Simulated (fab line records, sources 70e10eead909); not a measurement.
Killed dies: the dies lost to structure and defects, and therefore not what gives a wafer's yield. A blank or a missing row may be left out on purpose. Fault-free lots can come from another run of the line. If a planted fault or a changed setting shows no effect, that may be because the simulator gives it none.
8D (eight disciplines) problem report, filled in by code + flow nand harc + the parts of the form that need people (team, actions taken, sign-off) are left out

1. THE PROBLEM
thk nm at NHARC_A_ONON_D1_THK_MEAS_30 reads a mean of 1518 nm on 3 wafers of 3 lots; wafers without a fault read 998 nm with a standard deviation of 9.9. That puts it +52 standard deviations away from the usual mean.
The step: measures by ellipsometry.
Seen first at day 11 21:10 on film metro-02, wafer L509.4. At this step, 34 wafers from 12 lots have a number in the record. By rule, "out" or "out of limits" means more than 4 standard deviations away from the usual mean. The other wafers with a number count as sound.

2. WHAT THIS IS AND IS NOT
| question                    | is                     | is not                                                                                                   |
|-----------------------------|------------------------|----------------------------------------------------------------------------------------------------------|
| which readings at this step | thk nm                 | -                                                                                                        |
| which lots                  | L509, L511, L512       | L501, L504, L505, L508, L519, L520, L522, L523, L524                                                     |
| which wafers of those lots  | L509.4, L511.6, L512.4 | L509.2, L509.5, L511.3, L512.3                                                                           |
| read on which gauges        | film metro-02          | film metro-01                                                                                            |
| when                        | from day 11 21:10      | up to then (14 sound wafers); but 17 sound wafers of L511, L512, L519, L520, L522, L523, L524 came after |

3. THE SUSPECTS, EACH WITH WHAT RULES IT OUT
Counting: if a tool at a process step up to the reading ran every lot that is out, it stays a suspect. Sound lots after the first of them don't rule it out here, since some wafers of a struck lot are sound.
- the gauge at NHARC_A_ONON_D1_THK_MEAS_30 has been ruled out. All the wafers that are out were read on film metro-02, but those of them that NHARC_END_SORT_01 has rows for are out there too, on other tools.
- rie diel-09 at NHARC_A_ZERO_WELL_DESCUM_12 (chemistry O2, time 3 s): kept. It ran every lot that is out, first L509 (day 10 11:01); its last sound lot up to then is L504 (day 8 00:32).
- pecvd onon-02 at NHARC_A_ONON_D1_DEP_28 (target thk 1000 nm): kept. It ran every lot that is out, first L509 (day 11 20:43); its last sound lot up to then is L505 (day 9 17:45).
- Within rie diel-09 at NHARC_A_ZERO_WELL_DESCUM_12: the wafers that are out ran in chambers 1, 3; their sound lot-mates ran in chambers 0, 2.
Left after counting: rie diel-09 at NHARC_A_ZERO_WELL_DESCUM_12, pecvd onon-02 at NHARC_A_ONON_D1_DEP_28.

4. THE CAUSE (what the simulator had put in)
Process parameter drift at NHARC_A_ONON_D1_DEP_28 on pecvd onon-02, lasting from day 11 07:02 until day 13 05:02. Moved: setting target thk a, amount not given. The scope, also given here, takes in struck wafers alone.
Counting leaves 2 suspects; this tool is one of them.

5. THE EFFECT CHAIN, in route order
Rows list readings where the struck wafers' mean (over those with a number) sits beyond 3 standard deviations from the usual. Readings are gone through only where the record gives a usual standard deviation; hours: the median, over the lots, of the time from a lot's start at the first step in this table giving one to that lot's start at this step; sigmas: the change measured in usual standard deviations.
| hours | step                        | reading         | usual  | on struck wafers | change | sigmas |
|-------|-----------------------------|-----------------|--------|------------------|--------|--------|
| 0     | NHARC_A_ONON_D1_THK_MEAS_30 | thk nm          | 998 nm | 1518             | +520   | +52    |
| 394   | NHARC_END_SORT_01           | killed at array | 55     | 672              | +617   | +32    |
| 394   | NHARC_END_SORT_01           | killed dies     | 60     | 677              | +617   | +31    |

6. WHAT WOULD HAVE CAUGHT IT SOONER
Counted from the fault's start at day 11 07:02, it took 14 hours until the first out-of-limits reading at a measuring or inspecting step in this record, taken at day 11 21:10.
Among the 3 lots that are out, L511, L512 began NHARC_A_ONON_D1_DEP_28 on pecvd onon-02 after day 11 21:10. A hold on the tool at that time would have spared those 2.
